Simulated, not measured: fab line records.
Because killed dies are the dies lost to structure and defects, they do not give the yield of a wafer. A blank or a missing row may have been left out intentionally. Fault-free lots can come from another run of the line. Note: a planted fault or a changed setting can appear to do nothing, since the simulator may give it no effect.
Matching of chambers -- flow n5 finfet -- N5_PASSIVATION_PASS_ETCH_47 on rie diel-03: 4 sister chambers
The step etches SiNx in CF4/O2, target depth 770 nm, time 385 s. 4 wafers are shown with their chamber, then 7 later ones without.

## EACH WAFER AND ITS CHAMBER
wafer,chamber,drypump motor current A (A)
L918.2,2,5.50
L924.4,0,5.28
L932.1,3,5.75
L932.2,1,6.04

## WAFERS WITH NO CHAMBER GIVEN
wafer,drypump motor current A (A)
L932.5,6.06
L935.1,5.75
L935.3,5.52
L935.4,6.03
L934.4,5.46
L934.5,5.29
L934.6,5.76

## WHICH CHAMBER EACH WENT THROUGH
wafer,from the rows above,in truth
L932.5,1,1
L935.1,3,3
L935.3,2,2
L935.4,1,1
L934.4,2,2
L934.5,0,0
L934.6,3,3
Correct placement for 7 of the 7. From these rows, 0 cannot be placed. Placed wrongly: 0.
How it was worked out, from the rows above alone: a wafer's distance from a chamber is the root of the sum, over the readings, of the square of ((its reading less the chamber's mean) divided by the reading's scatter). The wafer belongs to the nearest chamber; if the next one is less than 2 further off, it can't be placed. Each chamber's mean is taken over the wafers shown for it. The scatter: root of mean squared gap, hidden wafer to nearest shown wafer, with one shown wafer a chamber.
